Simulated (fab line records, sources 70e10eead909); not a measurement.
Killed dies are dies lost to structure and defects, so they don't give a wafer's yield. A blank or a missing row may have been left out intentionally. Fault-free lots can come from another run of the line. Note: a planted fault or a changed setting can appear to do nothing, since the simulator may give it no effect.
What tool caused it? -- flow nandHarc -- 7 lots, 21 wafers sampled, at 2 steps of a route of 1302

== WHAT THE GAUGES SHOWED, per wafer ==
NHARC_THIN_TSV_THK_MEAS_02: measures by ir.
lot,measured,on,thkNm (nm)
L891,day 24 04:43,filmMetro-01,3460 3074 3396
L898,day 26 17:03,filmMetro-02,3043 3371 3157
L903,day 28 17:44,filmMetro-01,3019 2848 2751
L906,day 30 04:13,filmMetro-02,2975 2830 3312
L909,day 31 02:03,filmMetro-02,2953 3188 3035
L913,day 32 03:54,filmMetro-02,2717 2949 3226
L912,day 32 15:40,filmMetro-02,3099 2574 2812

== WHICH TOOL RAN EACH LOT (tool, then ch and the chambers of the sampled wafers, then the start) ==
lot,NHARC_A_STAIRCASE_PRECLEAN_419
L891,"wetBench-02 ch 3,5,6, day 17 11:13"
L898,"wetBench-06 ch 2,6,7, day 20 03:54"
L903,"wetBench-06 ch 4,5,6, day 22 12:36"
L906,"wetBench-02 ch 0,3,4, day 23 22:10"
L909,"wetBench-07 ch 0,5,6, day 24 16:19"
L913,"wetBench-07 ch 0,1,3, day 25 21:14"
L912,"wetBench-06 ch 4,5,6, day 26 02:04"
- NHARC_A_STAIRCASE_PRECLEAN_419: cleans in SC1.

== THE ANSWER, worked out from the rows above alone ==
Rule: usual is defined by the lots themselves. Put in order of their means at a reading, lots are off if they are a third of the lots or fewer, leave a main group of 4 or more, and stand apart from it by a gap of 3 or more times the standard deviation of the main group's means; of several such gaps the widest counts. The tables above print the reading to a certain number of digits; a main group whose means all agree to those digits is not used. Also off: a lot with no number at a reading for which 4 or more lots have one. All remaining lots with rows at the step are treated as sound.
No lot is off at any reading shown: from this, nothing can be told.

== WHAT THE SIMULATOR HAD INSERTED ==
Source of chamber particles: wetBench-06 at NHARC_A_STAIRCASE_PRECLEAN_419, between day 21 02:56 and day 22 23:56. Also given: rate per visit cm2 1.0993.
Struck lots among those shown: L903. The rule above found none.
